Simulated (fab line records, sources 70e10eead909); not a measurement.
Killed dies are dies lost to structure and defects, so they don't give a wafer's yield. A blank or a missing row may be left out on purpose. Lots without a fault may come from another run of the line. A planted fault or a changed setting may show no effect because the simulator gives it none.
Chamber matching | flow nand_harc | NHARC_A_BONDPAD_CMP_29 on cmp-01: 4 sister chambers
The step polishes SiCN, target thk 200 nm. 4 wafers are shown with their chamber, then 10 later ones without.

WAFERS WITH THEIR CHAMBER
wafer  | chamber | motor_current_A (A)
L089.5 | 2       | 10.8
L089.6 | 3       | 13.4
L091.1 | 1       | 11.1
L091.3 | 0       | 11.6

WAFERS WITHOUT THEIR CHAMBER
wafer  | motor_current_A (A)
L091.4 | 13.3
L091.2 | 11.1
L091.5 | 11.2
L091.6 | 11.5
L094.1 | 11.2
L094.4 | 11.2
L094.6 | 10.4
L095.3 | 11.3
L095.5 | 11.4
L095.6 | 10.3

WHICH CHAMBER EACH WENT THROUGH
wafer  | from the rows above          | in truth
L091.4 | 3                            | 3
L091.2 | can't be placed: 1 or 2      | 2
L091.5 | can't be placed: 1 or 2 or 0 | 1
L091.6 | can't be placed: 0 or 1      | 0
L094.1 | can't be placed: 1 or 2 or 0 | 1
L094.4 | can't be placed: 1 or 2 or 0 | 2
L094.6 | can't be placed: 2 or 1      | 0
L095.3 | can't be placed: 1 or 0 or 2 | 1
L095.5 | can't be placed: 0 or 1 or 2 | 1
L095.6 | can't be placed: 2 or 1      | 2
Placed correctly: 1 of 10. Can't be placed from these rows: 9 (the true chamber is among the candidates in 8). Placed wrongly: 0.
How it was worked out, from the rows above alone: a wafer's distance from a chamber is the root of the sum, over the readings, of the square of ((its reading less the chamber's mean) divided by the reading's scatter). The wafer belongs to the nearest chamber; if the next one is less than 2 further off, it can't be placed. A chamber's mean is the mean of its shown wafers. The scatter: with one shown wafer a chamber, the root of the mean of the squares of how far each hidden wafer lies from its nearest shown one.
